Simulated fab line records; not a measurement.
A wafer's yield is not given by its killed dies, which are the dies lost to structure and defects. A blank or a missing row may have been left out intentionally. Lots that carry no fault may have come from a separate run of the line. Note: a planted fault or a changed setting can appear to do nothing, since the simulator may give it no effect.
A lot that was struck, set against a sound lot -- flow nand_harc -- 43 steps out of a route of 1159
Sound: these wafers, L874.1, L874.4, L874.6. Struck: wafers L866.1, L866.4, L866.6. The cause is given at the end.
For every step that has rows: the tool of each side, followed by ch and its chambers, followed by its first start. Under that, the readings that differ: sound wafers -- struck wafers -- difference of the means -- sigmas: that difference in standard deviations of wafers without a fault.
alike: same words and numbers on both sides, and readings whose means sit less than 2 such deviations apart. not compared: any withheld reading, any reading some wafer has no value for, any bound like >300 that may hide the same value, and any number with overlapping values for which the record gives no deviation.
The two part at a step that has a row with sigmas, a row that says differs or no value, or rows on one side only. Non-overlapping numbers with no deviation appear without sigmas and do not part them. Lack of a reading on every wafer of one side parts them only where that side has two or more wafers.

first, 5 steps without rows for these wafers: NHARC_A_CONTACT_ETCH_131 (etches the open film in C4F8/O2/Ar, time 155 s, target depth 956 nm); NHARC_A_CONTACT_ETCH_132 (etches the open film in C4F8/O2/Ar, time 156 s, target depth 958 nm); NHARC_A_CONTACT_ETCH_133 (etches the open film in C4F8/O2/Ar, time 195 s, target depth 840 nm); NHARC_A_CONTACT_ETCH_91 (etches the open film in CH3F/O2, target depth 40 nm, time 85.7 s); NHARC_A_CONTACT_ETCH_97 (etches the open film in C4F6/O2, target depth 20 nm, time 10 s).
NHARC_A_CONTACT_CD_MEAS_80:
  sound on cd_sem-03 at day 21 03:05; struck on cd_sem-02 at day 19 14:16
reading,sound,struck,difference,sigmas
cd_nm (nm),188.8 188.6 189.0,190.8 190.4 190.7,+1.8,+3
then, 6 steps without rows for these wafers: NHARC_A_CONTACT_STRIP_103 (strips in N2/H2); NHARC_A_CONTACT_STRIP_104 (strips in CF4/CHF3); NHARC_A_CONTACT_STRIP_105 (strips in O2/COS); NHARC_A_CONTACT_ETCH_106 (etches the open film in CF4/O2, target depth 60 nm, overetch 6 nm, time 33 s); NHARC_A_CONTACT_STRIP_82 (strips in O2); NHARC_A_CONTACT_STRIP_83 (strips in post etch residue remover, time 600 s).
NHARC_A_CONTACT_DEP_84: deposits aC, target thk 2000 nm.
  sound on acl_dep-02 ch 0, day 21 07:43; struck on acl_dep-03, day 19 16:10
reading,sound,struck,difference,sigmas
throttle_valve_pct (%),35.002 35.007 35.012,- - -,no value on the struck wafers,
  not compared: susceptor_temp_C
then, 11 steps without rows for these wafers: NHARC_A_CONTACT_DEP_85 (deposits SiON, target thk 50 nm); NHARC_A_CONTACT_DEHYDRATE_00 (time 120 s); NHARC_A_CONTACT_HMDS_01 (time 30 s); NHARC_A_CONTACT_COAT_86 (time 75 s); NHARC_A_CONTACT_COAT_87 (time 65 s); NHARC_A_CONTACT_COAT_02 (resist thk 90 nm); NHARC_A_CONTACT_SOFTBAKE_03 (time 55 s); NHARC_A_CONTACT_EBR_04; NHARC_A_CONTACT_EXPOSE_05 (exposes mask A CC); NHARC_A_CONTACT_PEB_06 (peb time 65 s); NHARC_A_CONTACT_DEVELOP_07 (develop time 35 s).
NHARC_A_CONTACT_CD_MEAS_08 targets a cd of 100 nm.
  sound on cd_sem-01 ch 0, day 21 09:40; struck on cd_sem-01 ch 0, day 19 18:11
  alike: cd_nm
NHARC_A_CONTACT_OVL_MEAS_09:
  sound on overlay-01 at day 21 09:46; struck on overlay-01 at day 19 18:17
reading,sound,struck,difference,sigmas
overlay_x_nm (nm),1.1 0.7 0.7,-1.5 -1.2 -1.5,-2.2,-2
  alike: overlay_y_nm
NHARC_A_CONTACT_INSPECT_10:
  sound on defect_inspect-02 at day 21 09:48; struck on defect_inspect-02 at day 19 18:19
  alike: raw_defect_count
then, 5 steps without rows for these wafers: NHARC_A_CONTACT_DESCUM_13 (chemistry O2, time 3 s); NHARC_A_CONTACT_ETCH_88 (etches the open film in CF4, target depth 39 nm, time 65 s); NHARC_A_CONTACT_ETCH_89 (etches the open film in N2/H2, target depth 260 nm, time 475.3 s); NHARC_A_CONTACT_ETCH_30 (etches the open film in CF4/CHF3, target depth 60.5 nm, time 30.2 s); NHARC_A_CONTACT_ETCH_31 (etches the open film in O2/COS, target depth 2000 nm, time 520 s).
NHARC_A_CONTACT_ETCH_134: etches the open film in C4F8/O2/Ar, time 140 s, target depth 700 nm.
  sound on har_cap_etch-03 ch 0,1, day 21 11:05; struck on har_cap_etch-01 ch 0, day 19 19:43
  not compared: rf_hours_counter_h
then, 1 step without rows for these wafers: NHARC_A_CONTACT_ETCH_135 (etches the open film in C4F8/O2/Ar, time 132 s, target depth 1287 nm).
NHARC_A_CONTACT_ETCH_136: etches the open film in C4F8/O2/Ar, time 132 s, target depth 1287 nm.
  sound on har_cap_etch-03 ch 0,1, day 21 11:23; struck on har_cap_etch-01 ch 0, day 19 20:02
  not compared: rf_hours_counter_h
NHARC_A_CONTACT_ETCH_137: etches the open film in C4F8/O2/Ar, time 132 s, target depth 1287 nm.
  sound on har_cap_etch-03 ch 0,1, day 21 11:31; struck on har_cap_etch-01 ch 0, day 19 20:10
  not compared: rf_hours_counter_h
then, 1 step without rows for these wafers: NHARC_A_CONTACT_ETCH_138 (etches the open film in C4F8/O2/Ar, time 132 s, target depth 1289 nm).
NHARC_A_CONTACT_ETCH_139: etches the open film in C4F8/O2/Ar, time 137 s, target depth 590 nm.
  sound on har_cap_etch-03 ch 0,1, day 21 11:47; struck on har_cap_etch-01 ch 0, day 19 20:24
  not compared: rf_hours_counter_h
NHARC_A_CONTACT_ETCH_92: etches the open film in CH3F/O2, target depth 40 nm, time 85.7 s.
  sound on rie_diel-03 ch 0,1, day 21 12:09; struck on rie_diel-13 ch 0,3, day 19 20:49
  alike: bias_w, drypump_motor_current_A, mfc_ar_sccm, oes_product_au, rf_vpp_V, showerhead_plenum_p_Torr, throttle_valve_pct
  not compared: rf_hours_counter_h
then, 1 step without rows for these wafers: NHARC_A_CONTACT_ETCH_98 (etches the open film in C4F6/O2, target depth 20 nm, time 10 s).
NHARC_A_CONTACT_CD_MEAS_15:
  sound on cd_sem-01 at day 21 12:22; struck on cd_sem-01 at day 19 21:08
  alike: cd_nm
then, 1 step without rows for these wafers: NHARC_A_CONTACT_STRIP_107 (strips in N2/H2).
NHARC_END_SORT_01:
  the record has rows for the sound wafers here (prober-01 ch 0, day 24 00:12) and none for the struck ones

## WHERE THEY PART
Last at NHARC_END_SORT_01 as far as this record goes, first at NHARC_A_CONTACT_CD_MEAS_80.

WHY: whatever the simulator had introduced
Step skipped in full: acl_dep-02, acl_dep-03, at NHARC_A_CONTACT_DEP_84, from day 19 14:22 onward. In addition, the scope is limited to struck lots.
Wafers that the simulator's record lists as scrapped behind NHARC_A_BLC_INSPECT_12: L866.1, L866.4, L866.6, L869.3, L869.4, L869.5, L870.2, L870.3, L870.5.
